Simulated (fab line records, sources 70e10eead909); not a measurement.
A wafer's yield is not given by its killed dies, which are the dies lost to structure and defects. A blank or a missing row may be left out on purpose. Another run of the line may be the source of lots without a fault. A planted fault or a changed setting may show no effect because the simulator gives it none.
fab line records -- flow nand_harc -- part 1 of 2: steps 1 to 4 of 6
record: lots: 24, wafers: 72, last_day: 24
route steps=1159 shown P_GATE@189 P_CONTACT@248 P_M0@275 P_M1@299
lots that met no fault: taken from a fault-free run of the same line
start_h: hours from the record's first day to the start of the lot's first wafer shown -- wait_h: hours from the lot's prior step to this one -- " identical to the entry in the row above -- L1.1+2: one row covering several wafers at once -- - no value, or no start was given -- * or withheld: withheld -- < > ~ a bound
route shown NAME@n: NAME is a module with steps in the file, n the number in the route of the first one -- usual: the fault-free wafers' mean and standard deviation -- same: alike in all rows -- chamber/n: place in a boat -- sites: readings site by site -- _std_site: standard deviation of those values -- _edge_site: outer sites' mean less inner sites' -- radius_mm: for every site, how far away it sits from the centre of the wafer -- mask NAME#n: copy n -- behind: the most recent tool/chamber to have shaped the wafer -- hold: what put the lot on hold/how long, in hours/how the hold closed -- device: whichever transistor did not switch (one of n, p or np) -- end of line: the same wafers' tests at the end of the route -- for a step that has no rows: nothing shown but its recipe -- killed: at the first sort, the dies lost to defects and structure; wafer yield is something else -- map: shows each die of a wafer: x if killed, . if not, _ if none is there
set.NAME: the setting the step ran with; set.NAME@STEP: the setting that earlier step ran with -- model.NAME: the simulator's own value behind a step, which no gauge read
a sample of lots followed through the steps of the route, with each step as a table and each wafer as a row
services: from which hour (start_h, from the record's first day; less than 0 if before it) a tool's chamber was out of use, for how many hours, and why
== steps ==
step: NHARC_P_GATE_STRIP_112
recipe: power_w: 1500, temp_c: 110, time_s: 200, chemistry: N2/H2
usual: drypump_motor_current_A: 5.7/0.62, heater_power_w: 97/7.1
lot.wafer,tool,chamber,start_h,wait_h,drypump_motor_current_A,heater_power_w,rf_hours_counter_h
L074.2,plasma_asher-02,0,107.48,0.4,6.6,92,34
L074.4,plasma_asher-02,0,107.48,0.4,6.6,93,-
L074.6,plasma_asher-02,0,107.48,0.4,6.6,92,-
L076.4,plasma_asher-02,0,111.21,0.2,6.5,92,-
L076.6,plasma_asher-02,0,111.21,0.2,6.6,93,-
L076.5,plasma_asher-02,1,111.21,0.2,5.8,87,-
L075.2,plasma_asher-02,0,112.50,0.2,6.6,94,35
L075.1,plasma_asher-02,1,112.50,0.2,5.8,88,35
L075.6,plasma_asher-02,1,112.50,0.2,5.8,89,-
L078.2,plasma_asher-01,0,129.25,0.2,5.8,100,5
L078.4,plasma_asher-01,0,129.25,0.2,5.8,104,-
L078.5,plasma_asher-01,0,129.25,0.2,5.8,103,-
L077.1,plasma_asher-01,1,131.87,0.2,4.8,108,6
L077.3,plasma_asher-01,0,131.87,0.2,5.7,103,-
L077.5,plasma_asher-01,0,131.87,0.2,5.8,101,-
L079.4,plasma_asher-01,1,135.29,0.2,4.8,105,-
L079.6,plasma_asher-01,0,135.29,0.2,5.8,101,-
L079.5,plasma_asher-01,1,135.29,0.2,4.8,106,-
L080.4,plasma_asher-01,1,136.02,0.2,4.8,103,-
L080.5,plasma_asher-01,0,136.02,0.2,5.8,100,-
L080.6,plasma_asher-01,1,136.02,0.2,4.8,105,-
L081.1,plasma_asher-02,0,147.23,0.2,6.6,94,45
L081.3,plasma_asher-02,1,147.23,0.2,5.8,88,-
L081.6,plasma_asher-02,0,147.23,0.2,6.6,94,-
L082.1,plasma_asher-01,1,147.85,0.2,4.8,107,14
L082.2,plasma_asher-01,0,147.85,0.2,5.7,102,14
L082.4,plasma_asher-01,0,147.85,0.2,5.8,101,-
L084.1,plasma_asher-02,0,163.99,0.3,6.6,89,50
L084.2,plasma_asher-02,1,163.99,0.3,5.8,87,50
L084.3,plasma_asher-02,1,163.99,0.3,5.8,88,-
L083.1,plasma_asher-01,1,164.31,0.2,4.8,106,19
L083.2,plasma_asher-01,0,164.31,0.2,5.8,103,19
L083.3,plasma_asher-01,0,164.31,0.2,5.8,102,-
L085.1,plasma_asher-01,0,171.01,0.2,5.8,101,22
L085.2,plasma_asher-01,1,171.01,0.2,4.8,106,22
L085.5,plasma_asher-01,0,171.01,0.2,5.8,101,-
L086.4,plasma_asher-01,1,181.26,0.2,4.8,108,-
L086.3,plasma_asher-01,0,181.26,0.2,5.8,103,-
L086.5,plasma_asher-01,0,181.26,0.2,5.8,99,-
L087.1,plasma_asher-01,0,181.50,0.2,5.8,102,25
L087.2,plasma_asher-01,1,181.50,0.2,4.8,104,25
L087.6,plasma_asher-01,0,181.50,0.2,5.8,98,-
L088.1,plasma_asher-01,1,195.66,0.3,4.8,107,30
L088.5,plasma_asher-01,0,195.66,0.3,5.8,101,-
L088.6,plasma_asher-01,1,195.66,0.3,4.8,107,-
L089.1,plasma_asher-02,1,196.21,0.2,5.8,87,1
L089.4,plasma_asher-02,0,196.21,0.2,6.5,92,-
L089.5,plasma_asher-02,0,196.21,0.2,6.5,94,-
L090.1,plasma_asher-02,1,202.05,0.2,5.8,89,3
L090.6,plasma_asher-02,0,202.05,0.2,6.5,91,-
L090.5,plasma_asher-02,1,202.05,0.2,5.8,90,-
L091.1,plasma_asher-02,0,207.82,0.2,6.6,94,6
L091.4,plasma_asher-02,0,207.82,0.2,6.6,92,-
L091.5,plasma_asher-02,0,207.82,0.2,6.5,88,-
L092.1,plasma_asher-01,0,216.51,0.2,5.8,102,36
L092.3,plasma_asher-01,0,216.51,0.2,5.8,103,-
L092.5,plasma_asher-01,1,216.51,0.2,4.8,102,-
L093.2,plasma_asher-01,0,220.32,0.2,5.8,104,38
L093.3,plasma_asher-01,1,220.32,0.2,4.8,106,-
L093.6,plasma_asher-01,0,220.32,0.2,5.8,102,-
L094.2,plasma_asher-02,0,220.90,0.2,6.6,92,10
L094.4,plasma_asher-02,1,220.90,0.2,5.8,88,-
L094.5,plasma_asher-02,0,220.90,0.2,6.6,92,-
L095.1,plasma_asher-02,0,231.62,0.2,6.6,92,13
L095.4,plasma_asher-02,0,231.62,0.2,6.6,92,-
L095.5,plasma_asher-02,0,231.62,0.2,6.6,93,-
L096.2,plasma_asher-02,1,235.03,0.2,5.8,89,15
L096.4,plasma_asher-02,1,235.03,0.2,5.8,86,-
L096.5,plasma_asher-02,1,235.03,0.2,5.8,89,-
L097.1,plasma_asher-02,0,235.69,0.2,6.6,94,15
L097.2,plasma_asher-02,1,235.69,0.2,5.8,89,15
L097.3,plasma_asher-02,0,235.69,0.2,6.6,93,-
step: NHARC_P_GATE_DESCUM_93
recipe: time_s: 3, o2_flow_sccm: 200, ar_flow_sccm: 0, bias_power_w: 0, chemistry: O2
usual: drypump_motor_current_A: 5.7/0.46, oes_product_au: 1.004/0.012, rf_vpp_V: 57.9/0.81, showerhead_plenum_p_Torr: 1.93/0.049, throttle_valve_pct: 11.311/0.009
same: bias_power_w: 0
lot.wafer,tool,chamber,start_h,wait_h,drypump_motor_current_A,oes_product_au,rf_hours_counter_h,rf_vpp_V,showerhead_plenum_p_Torr,throttle_valve_pct
L074.2,rie_diel-11,3,108.86,-,5.0,0.991,30,57.2,1.91,11.309
L074.4,rie_diel-11,1,108.86,-,5.4,0.998,29,56.9,1.83,11.290
L074.6,rie_diel-11,3,108.86,-,5.0,0.992,-,56.9,1.91,11.313
L076.4,rie_diel-13,2,112.36,-,6.1,1.017,1,57.8,1.98,11.313
L076.6,rie_diel-13,1,112.36,-,6.1,0.997,-,55.7,1.91,11.312
L076.5,rie_diel-13,2,112.36,-,6.2,1.016,-,57.2,1.98,11.303
L075.1,rie_diel-09,0,113.89,-,5.5,0.994,13,58.0,2.03,11.314
L075.2,rie_diel-09,3,113.89,-,5.7,0.990,15,57.4,1.87,11.320
L075.6,rie_diel-09,0,113.89,-,5.5,0.991,-,58.6,2.03,11.310
L078.2,rie_diel-13,3,130.57,-,5.1,1.013,4,57.9,1.88,11.309
L078.4,rie_diel-13,0,130.57,-,5.6,1.002,4,58.7,1.93,11.302
L078.5,rie_diel-13,2,130.57,-,6.1,1.024,-,58.1,1.98,11.326
L077.1,rie_diel-13,3,133.18,-,5.0,1.012,5,56.9,1.88,11.302
L077.3,rie_diel-13,1,133.18,-,6.1,0.977,5,58.2,1.91,11.324
L077.5,rie_diel-13,2,133.18,-,6.1,1.030,-,58.1,1.98,11.306
L079.4,rie_diel-13,1,136.52,-,6.1,0.992,5,56.6,1.91,11.297
L079.6,rie_diel-13,0,136.52,-,5.6,1.007,-,56.4,1.93,11.325
L079.5,rie_diel-13,1,136.52,-,6.1,0.996,-,59.4,1.91,11.311
L080.4,rie_diel-13,2,137.25,-,6.1,1.012,6,56.2,1.98,11.319
L080.5,rie_diel-13,0,137.25,-,5.6,0.998,-,57.1,1.93,11.306
L080.6,rie_diel-13,1,137.25,-,6.1,0.989,-,56.7,1.91,11.306
L081.1,rie_diel-13,1,148.58,-,6.1,0.991,7,58.0,1.91,11.308
L081.3,rie_diel-13,3,148.58,-,5.0,1.016,7,57.9,1.88,11.310
L081.6,rie_diel-13,1,148.58,-,6.1,0.985,-,58.2,1.91,11.313
L082.2,rie_diel-13,2,149.20,-,6.2,1.012,7,57.9,1.98,11.316
L082.4,rie_diel-13,3,149.20,-,5.1,0.999,7,57.1,1.88,11.314
L082.1,rie_diel-13,0,149.20,-,5.6,1.013,7,57.3,1.93,11.302
L084.1,rie_diel-13,2,165.22,-,6.1,1.019,10,57.8,1.98,11.312
L084.3,rie_diel-13,3,165.22,-,5.1,1.010,10,57.0,1.88,11.310
L084.2,rie_diel-13,0,165.22,-,5.6,1.022,10,56.7,1.93,11.313
L083.1,rie_diel-13,3,165.66,-,5.1,1.012,10,57.5,1.88,11.327
L083.2,rie_diel-13,0,165.66,-,5.6,1.007,10,57.4,1.93,11.295
L083.3,rie_diel-13,1,165.66,-,6.1,0.995,10,56.7,1.91,11.313
L085.2,rie_diel-13,2,172.22,-,6.1,1.010,11,58.1,1.98,11.316
L085.1,rie_diel-13,3,172.22,-,5.1,1.007,11,57.6,1.88,11.317
L085.5,rie_diel-13,3,172.22,-,5.1,1.005,-,58.1,1.88,11.306
L086.4,rie_diel-13,2,182.51,-,6.2,1.014,13,58.7,1.98,11.313
L086.3,rie_diel-13,0,182.51,-,5.6,1.026,13,57.2,1.93,11.311
L086.5,rie_diel-13,2,182.51,-,6.1,1.016,-,58.7,1.98,11.306
L087.2,rie_diel-13,0,182.71,-,5.5,1.014,13,57.8,1.93,11.310
L087.1,rie_diel-13,2,182.71,-,6.1,1.010,13,58.8,1.98,11.308
L087.6,rie_diel-13,0,182.71,-,5.5,1.019,-,57.9,1.93,11.296
L088.1,rie_diel-13,0,196.91,-,5.6,1.023,17,57.6,1.93,11.314
L088.6,rie_diel-13,1,196.91,-,6.1,0.984,-,57.3,1.90,11.322
L088.5,rie_diel-13,2,196.91,-,6.2,1.015,-,57.9,1.97,11.327
L089.1,rie_diel-13,3,197.53,-,5.1,1.006,17,57.0,1.88,11.307
L089.4,rie_diel-13,0,197.53,-,5.6,1.018,17,58.3,1.93,11.307
L089.5,rie_diel-13,1,197.53,-,6.1,0.984,-,58.2,1.90,11.311
L090.1,rie_diel-11,0,203.40,-,5.9,1.014,0,57.5,1.92,11.319
L090.5,rie_diel-11,3,203.40,-,5.0,1.003,-,58.2,1.90,11.306
L090.6,rie_diel-11,0,203.40,-,6.0,1.025,-,57.0,1.92,11.312
L091.1,rie_diel-09,3,209.04,-,5.8,1.004,54,57.8,1.85,11.307
L091.4,rie_diel-09,2,209.04,-,5.4,0.992,51,58.7,1.94,11.305
L091.5,rie_diel-09,0,209.04,-,5.5,0.996,-,58.9,2.02,11.297
L092.1,rie_diel-11,0,217.87,-,6.0,1.012,5,58.4,1.92,11.306
L092.3,rie_diel-11,1,217.87,-,5.4,0.995,5,57.9,1.82,11.334
L092.5,rie_diel-11,3,217.87,-,5.0,0.990,-,58.8,1.90,11.323
L093.2,rie_diel-09,3,221.68,-,5.7,1.000,57,58.3,1.85,11.296
L093.3,rie_diel-09,0,221.68,-,5.5,1.010,54,59.9,2.02,11.292
L093.6,rie_diel-09,2,221.68,-,5.4,1.003,-,58.5,1.94,11.317
L094.4,rie_diel-11,1,222.22,-,5.4,1.007,6,58.6,1.82,11.305
L094.2,rie_diel-11,2,222.22,-,6.0,0.988,7,59.3,1.98,11.300
L094.5,rie_diel-11,0,222.22,-,6.0,1.003,-,56.1,1.92,11.310
L095.4,rie_diel-11,0,232.92,-,6.0,1.001,10,57.2,1.92,11.309
L095.1,rie_diel-11,1,232.92,-,5.4,0.998,8,58.7,1.82,11.309
L095.5,rie_diel-11,0,232.92,-,6.0,1.002,-,58.7,1.92,11.313
L096.2,rie_diel-09,3,236.39,-,5.8,1.001,60,58.4,1.85,11.312
L096.4,rie_diel-09,0,236.39,-,5.5,1.004,58,59.0,2.01,11.310
L096.5,rie_diel-09,3,236.39,-,5.8,0.997,-,57.8,1.85,11.321
L097.3,rie_diel-13,3,237.07,-,5.1,1.008,23,59.2,1.88,11.324
L097.1,rie_diel-13,1,237.07,-,6.1,0.976,22,57.2,1.90,11.326
L097.2,rie_diel-13,2,237.07,-,6.2,1.010,23,57.2,1.97,11.316
step: NHARC_P_CONTACT_CVD_23
recipe: target_thk_a: 2000, temp_c: 300, pressure_torr: 40, wf6_flow_sccm: 40, h2_flow_sccm: 1600, ar_flow_sccm: 1560, time_s: 557, material: W
usual: chamber_pressure_Torr: 39.99/0.086, heater_power_w: 483/60, throttle_valve_pct: 7.91/0.23
lot.wafer,tool,chamber,start_h,wait_h,chamber_pressure_Torr,heater_power_w,throttle_valve_pct
L074.2,cvd_w-02,1,-,-,40.09,512,7.84
L074.4,cvd_w-02,1,-,-,39.96,505,7.95
L074.6,cvd_w-02,1,-,-,39.95,492,7.92
L076.4,cvd_w-02,1,-,-,40.14,495,7.92
L076.5,cvd_w-02,1,-,-,40.17,505,8.09
L076.6,cvd_w-02,0,-,-,40.07,536,7.59
L075.2,cvd_w-01,1,-,-,40.04,390,7.68
L075.1,cvd_w-01,0,-,-,39.90,522,8.09
L075.6,cvd_w-01,0,-,-,39.82,519,8.10
L078.2,cvd_w-01,1,-,-,39.94,387,7.61
L078.4,cvd_w-01,1,-,-,39.94,393,7.90
L078.5,cvd_w-01,1,-,-,39.72,391,7.78
L077.1,cvd_w-02,1,-,-,39.95,494,8.13
L077.3,cvd_w-02,0,-,-,39.83,533,7.70
L077.5,cvd_w-02,0,-,-,39.93,548,7.55
L079.4,cvd_w-02,0,-,-,40.01,539,7.51
L079.6,cvd_w-02,1,-,-,40.08,501,7.86
L079.5,cvd_w-02,0,-,-,40.04,537,7.71
L080.4,cvd_w-02,0,-,-,39.94,531,8.01
L080.5,cvd_w-02,0,-,-,39.98,547,7.89
L080.6,cvd_w-02,0,-,-,39.95,532,7.70
L081.1,cvd_w-02,1,-,-,39.86,493,8.14
L081.3,cvd_w-02,1,-,-,39.95,504,7.76
L081.6,cvd_w-02,1,-,-,40.06,505,8.10
L082.2,cvd_w-01,0,-,-,40.00,514,8.27
L082.1,cvd_w-01,1,-,-,40.02,386,7.72
L082.4,cvd_w-01,1,-,-,40.10,383,7.97
L084.1,cvd_w-01,1,-,-,40.02,392,7.64
L084.2,cvd_w-01,0,-,-,40.01,501,7.96
L084.3,cvd_w-01,1,-,-,40.05,399,7.67
L083.1,cvd_w-01,0,-,-,39.98,515,8.10
L083.2,cvd_w-01,1,-,-,39.94,388,7.84
L083.3,cvd_w-01,1,-,-,39.83,384,7.77
L085.2,cvd_w-01,0,-,-,40.00,508,8.28
L085.1,cvd_w-01,1,-,-,40.06,395,7.64
L085.5,cvd_w-01,1,-,-,40.00,391,7.91
L086.4,cvd_w-02,1,-,-,39.90,500,8.23
L086.3,cvd_w-02,0,-,-,39.93,541,7.54
L086.5,cvd_w-02,1,-,-,40.01,494,8.06
L087.2,cvd_w-02,0,-,-,40.07,543,7.75
L087.1,cvd_w-02,1,-,-,40.10,504,8.20
L087.6,cvd_w-02,0,-,-,40.16,541,7.96
L088.1,cvd_w-01,0,-,-,39.88,504,8.13
L088.6,cvd_w-01,0,-,-,39.96,514,8.26
L088.5,cvd_w-01,1,-,-,39.98,394,7.78
L089.1,cvd_w-01,0,-,-,40.06,518,7.98
L089.4,cvd_w-01,1,-,-,39.98,396,7.94
L089.5,cvd_w-01,1,-,-,40.06,389,7.71
L090.1,cvd_w-01,0,-,-,40.01,514,8.28
L090.5,cvd_w-01,1,-,-,39.94,389,8.24
L090.6,cvd_w-01,0,-,-,40.08,516,8.18
L091.1,cvd_w-01,0,-,-,39.89,509,8.26
L091.4,cvd_w-01,1,-,-,40.09,388,7.92
L091.5,cvd_w-01,1,-,-,40.16,384,7.65
L092.1,cvd_w-02,0,-,-,40.08,537,7.31
L092.3,cvd_w-02,1,-,-,40.03,541,7.89
L092.5,cvd_w-02,0,-,-,40.01,526,7.72
L093.2,cvd_w-01,0,-,-,39.97,518,8.24
L093.3,cvd_w-01,0,-,-,39.94,526,8.00
L093.6,cvd_w-01,0,-,-,39.88,507,8.38
L094.2,cvd_w-01,1,-,-,39.97,387,7.76
L094.4,cvd_w-01,1,-,-,39.86,394,7.85
L094.5,cvd_w-01,0,-,-,39.97,527,8.24
L095.1,cvd_w-01,1,-,-,39.94,394,7.95
L095.4,cvd_w-01,0,-,-,39.94,515,8.10
L095.5,cvd_w-01,0,-,-,39.96,521,8.03
L097.2,cvd_w-01,0,-,-,40.06,523,8.26
L097.1,cvd_w-01,1,-,-,39.94,394,8.04
L097.3,cvd_w-01,0,-,-,40.15,529,8.23
L096.2,cvd_w-02,0,-,-,39.90,537,7.85
L096.4,cvd_w-02,0,-,-,39.97,530,7.76
L096.5,cvd_w-02,1,-,-,40.03,526,7.66
step: NHARC_P_M0_PVD_21
recipe: target_thk_a: 300, chamber_pressure_pa: 5, power_w: 5000, substrate_temp_c: 30, time_s: 20.49, material: Cu
usual: throttle_valve_pct: 30.1/0.57
lot.wafer,tool,chamber,start_h,wait_h,throttle_valve_pct
L074.4,pvd_sputter-03,-,-,-,29.8
L074.2,pvd_sputter-03,-,-,-,29.8
L074.6,pvd_sputter-03,-,-,-,29.8
L076.4,pvd_sputter-02,-,-,-,30.2
L076.5,pvd_sputter-02,-,-,-,30.5
L076.6,pvd_sputter-02,-,-,-,29.8
L075.2,pvd_sputter-03,-,-,-,29.5
L075.1,pvd_sputter-03,-,-,-,29.6
L075.6,pvd_sputter-03,-,-,-,31.1
L078.2,pvd_sputter-02,-,-,-,30.7
L078.4,pvd_sputter-02,-,-,-,29.7
L078.5,pvd_sputter-02,-,-,-,29.9
L077.1,pvd_sputter-02,-,-,-,29.9
L077.3,pvd_sputter-02,-,-,-,30.5
L077.5,pvd_sputter-02,-,-,-,29.9
L079.4,pvd_sputter-03,-,-,-,30.8
L079.6,pvd_sputter-03,-,-,-,29.5
L079.5,pvd_sputter-03,-,-,-,29.6
L080.4,pvd_sputter-03,-,-,-,29.4
L080.5,pvd_sputter-03,-,-,-,29.7
L080.6,pvd_sputter-03,-,-,-,29.9
L081.3,pvd_sputter-02,-,-,-,29.8
L081.1,pvd_sputter-02,-,-,-,30.6
L081.6,pvd_sputter-02,-,-,-,29.9
L082.4,pvd_sputter-03,-,-,-,29.9
L082.1,pvd_sputter-03,-,-,-,29.6
L082.2,pvd_sputter-03,-,-,-,29.7
L084.3,pvd_sputter-02,-,-,-,29.9
L084.1,pvd_sputter-02,-,-,-,30.3
L084.2,pvd_sputter-02,-,-,-,30.6
L083.3,pvd_sputter-03,-,-,-,30.8
L083.1,pvd_sputter-03,-,-,-,29.7
L083.2,pvd_sputter-03,-,-,-,29.5
L085.1,pvd_sputter-03,-,-,-,30.0
L085.2,pvd_sputter-03,-,-,-,29.4
L085.5,pvd_sputter-03,-,-,-,30.0
L086.3,pvd_sputter-03,-,-,-,29.4
L086.4,pvd_sputter-03,-,-,-,29.8
L086.5,pvd_sputter-03,-,-,-,29.7
L087.1,pvd_sputter-03,-,-,-,29.7
L087.2,pvd_sputter-03,-,-,-,29.5
L087.6,pvd_sputter-03,-,-,-,30.0
L088.1,pvd_sputter-02,-,-,-,29.8
L088.6,pvd_sputter-02,-,-,-,30.4
L088.5,pvd_sputter-02,-,-,-,29.6
L089.4,pvd_sputter-01,-,-,-,28.8
L089.1,pvd_sputter-01,-,-,-,31.2
L089.5,pvd_sputter-01,-,-,-,28.6
L090.1,pvd_sputter-02,-,-,-,30.0
L090.6,pvd_sputter-02,-,-,-,30.1
L090.5,pvd_sputter-02,-,-,-,30.2
L091.1,pvd_sputter-01,-,-,-,29.0
L091.4,pvd_sputter-01,-,-,-,31.4
L091.5,pvd_sputter-01,-,-,-,29.0
L092.3,pvd_sputter-03,-,-,-,29.7
L092.1,pvd_sputter-03,-,-,-,29.8
L092.5,pvd_sputter-03,-,-,-,29.8
L093.3,pvd_sputter-01,-,-,-,31.0
L093.2,pvd_sputter-01,-,-,-,31.1
L093.6,pvd_sputter-01,-,-,-,31.0
L094.4,pvd_sputter-01,-,-,-,30.6
L094.2,pvd_sputter-01,-,-,-,28.8
L094.5,pvd_sputter-01,-,-,-,30.6
L095.1,pvd_sputter-03,-,-,-,29.9
L095.4,pvd_sputter-03,-,-,-,30.8
L095.5,pvd_sputter-03,-,-,-,29.6
L097.2,pvd_sputter-03,-,-,-,30.0
L097.1,pvd_sputter-03,-,-,-,31.0
L097.3,pvd_sputter-03,-,-,-,29.7
L096.4,pvd_sputter-02,-,-,-,29.2
L096.2,pvd_sputter-02,-,-,-,30.9
L096.5,pvd_sputter-02,-,-,-,30.5
